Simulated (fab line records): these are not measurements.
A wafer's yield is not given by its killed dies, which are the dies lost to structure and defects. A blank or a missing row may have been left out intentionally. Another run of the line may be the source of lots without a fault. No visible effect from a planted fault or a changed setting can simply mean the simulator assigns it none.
Struck lot and sound lot, side by side ; flow n5 finfet ; 41 out of 1938 route steps
Sound: these wafers, L636.2, L636.3, L636.6. Wafers L627.1, L627.4, L627.5 were the ones struck. The cause is given at the end.
Order at every step that has rows: each side's tool, ch and its chambers, its first start. Under that, the readings that differ: sound wafers ; struck wafers ; difference of the means ; sigmas: that difference in standard deviations of wafers without a fault.
alike: words and numbers the same on both sides, and readings whose means are apart by under 2 such deviations; not compared: readings that were withheld, readings missing a value for some wafer, numbers with overlapping values and no deviation given by the record, and bounds like >300 which may hide the same value.
Wherever a step has rows on one side only, a row that says differs or no value, or a row with sigmas, the two part there. When numbers do not overlap yet have no deviation, they are printed without sigmas and do not part them. A reading missing from all wafers of one side parts the sides only when that side holds two or more wafers.

first, 9 steps without rows for these wafers: N5_BEOL_M4_ANNEAL_95 (time 240 s); N5_BEOL_M4_SPUTTER_96 (material Cu, target thk 4.5 nm, time 8.29 s); N5_BEOL_M4_ECD_50 (material Cu, target thk 300 nm); N5_BEOL_M4_ANNEAL_51 (time 90 s); N5_BEOL_M4_CMP_52 (polishes, stops on SiOC, t overpolish 6.8 s, target thk 40 nm); N5_BEOL_M4_PRE_CLEAN_60 (time 15 s); N5_BEOL_M4_CO_CAP_55 (material Co, precursor CCTBA/H2, target thk 2 nm, time 102.1 s); N5_BEOL_M4_PRE_CLEAN_56 (time 15 s); N5_BEOL_M4_DEP_57 (deposits SiCN from 3MS/NH3, target thk 8 nm, time 14 s).
N5_BEOL_M4_RC_MEAS_101:
  sound on prober-01 ch 0, day 14 20:13; struck on prober-02 ch 0, day 11 17:36
  alike: DIBL_N, DIBL_P, IOFF_N, IOFF_P, ION_N, ION_P, SS_N, SS_P, VT_N, VT_P
then, 24 steps without rows for these wafers: N5_BEOL_M5_ILD_DEP_00 (deposits SiCOH lowk from DEMS/porogen, target thk 140.64 nm, time 25.9 s); N5_BEOL_M5_CURE_79 (cures SiCOH lowk, time 240 s); N5_BEOL_M5_PECVD_70 (deposits SiO2 from TEOS/O2, target thk 16 nm, time 18 s); N5_BEOL_M5_HM_DEP_02 (deposits TiN, target thk 20 nm); N5_BEOL_M5_COAT_59 (time 60 s, resist thk 60 nm); N5_BEOL_M5_COAT_60 (time 60 s, resist thk 12 nm); N5_BEOL_M5_COAT_71 (time 60 s, resist thk 5 nm); N5_BEOL_M5_COAT_05 (resist thk 30 nm); N5_BEOL_M5_EBR_07; N5_BEOL_M5_SOFTBAKE_06 (time 60 s); N5_BEOL_M5_EXPOSE_08 (exposes mask M5, target cd 28 nm); N5_BEOL_M5_PEB_09 (peb time 60 s); N5_BEOL_M5_DEVELOP_10 (develop time 30 s); N5_BEOL_M5_DESCUM_16 (chemistry O2, time 7 s); N5_BEOL_M5_ETCH_72 (etches underlayer in N2/H2, target depth 6.5 nm, time 5.2 s); N5_BEOL_M5_ETCH_61 (etches SiARC in CF4, target depth 15.6 nm, time 26 s); N5_BEOL_M5_ETCH_62 (etches SOC in N2/H2, target depth 75 nm, overetch 15 nm, time 112.5 s); N5_BEOL_M5_STRIP_63 (strips in N2/H2); N5_BEOL_M5_STRIP_73 (strips in N2/H2); N5_BEOL_M5_STRIP_64 (strips in CF4); N5_BEOL_M5_HM_OPEN_17 (chemistry Cl2/BCl3, target TiN, target depth 20 nm, overetch 6 nm); N5_BEOL_M5_STRIP_19 (strips in O2); N5_BEOL_M5_COAT_65 (time 60 s, resist thk 60 nm); N5_BEOL_M5_COAT_66 (time 60 s, resist thk 12 nm).
N5_BEOL_M9_STRIP_67: strips in CF4.
  sound on rie diel-02 ch 1,3, day 16 17:10; struck on rie diel-04 ch 0,2, day 13 16:31
  no value came back on the struck wafers for any of 7 readings (bias power w (W), cf4 flow sccm (sccm) and others); on the sound wafers bias power w (W) reads 74.86 75.13 75.00
reading;sound;struck;difference;sigmas
model.SiARC_of_BEOL_M9_COAT_60.thk nm (nm);0 0 0;23.6 23.8 23.8;+23.7;
  not compared: rf hours counter h
N5_BEOL_M9_STRIP_19: strips in O2.
  sound on rie diel-04 ch 1,2, day 16 17:19; struck on rie diel-04 ch 1,3, day 13 16:46
reading;sound;struck;difference;sigmas
model.SOC_of_BEOL_M9_COAT_59.thk nm (nm);0 0 0;92.4 91.8 92.2;+92.1;
  alike: chamber pressure mTorr, drypump motor current A, oes product au, rf vpp V, showerhead plenum p Torr, throttle valve pct
  not compared: rf hours counter h
N5_BEOL_M9_ETCH_66: etches SOC in N2/H2, target depth 80 nm, overetch 16 nm, time 120 s.
  sound on rie diel-02 ch 0,1,2, day 16 18:55; struck on rie diel-03 ch 0,1,2, day 13 20:47
reading;sound;struck;difference;sigmas
oes product au (a.u.);0.71 0.63 0.70;0.93 0.71 0.94;+0.18;+3
model.etch.depth nm (nm);59.96 60.04 59.94;97.13 95.27 96.92;+36.46;
  alike: drypump motor current A, rf vpp V, showerhead plenum p Torr, throttle valve pct
  not compared: rf hours counter h
N5_BEOL_M9_VIA_ETCH_34: etches SiCOH lowk in C4F6/O2, target depth 182.4 nm, time 68.4 s.
  sound on rie diel-02 ch 0,1,2, day 16 19:01; struck on rie diel-03 ch 0,1,2, day 13 20:53
reading;sound;struck;difference;sigmas
oes product au (a.u.);0.93 0.83 0.90;0.35 0.26 0.35;-0.57;-7
  alike: drypump motor current A, oes_o_777_au, rf vpp V, showerhead plenum p Torr, throttle valve pct
  not compared: rf hours counter h
N5_BEOL_M9_ETCH_41: etches SiCN in CH3F/O2, target depth 36.6 nm, time 70.1 s.
  sound on rie diel-02 ch 0,1,2; struck on rie diel-03 ch 0,1,2
reading;sound;struck;difference;sigmas
model.SiARC_of_BEOL_M9_COAT_60.thk nm (nm);0 0 0;12.6 12.6 12.6;+12.6;
  alike: CH3F_flow_sccm, drypump motor current A, oes product au, rf vpp V, showerhead plenum p Torr, throttle valve pct
  not compared: rf hours counter h
N5_BEOL_M9_OCD_MEAS_38:
  sound on ocd-02 at day 16 19:17; struck on ocd-01 at day 13 21:10
reading;sound;struck;difference;sigmas
trench depth nm (nm);151.5 151.4 149.7;- - -;no value on the struck wafers;
-- the record jumps here: 3 days lie between the struck wafers' starts before and after (it left off in module BEOL_M9 and takes up again in module PASSIVATION, whose first step shown is number 1936 of the route) --
N5_PASSIVATION_PROBE_49:
  rows exist in the record for the struck wafers here (prober-01, day 16 18:23), but not for the sound ones

WHERE THEY PART
At N5_BEOL_M9_STRIP_67 first; at N5_PASSIVATION_PROBE_49 last (within this record only).

WHY: whatever the simulator had introduced
Entire step skipped (rie diel-04, N5_BEOL_M9_STRIP_67), from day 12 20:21 onward. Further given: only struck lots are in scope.
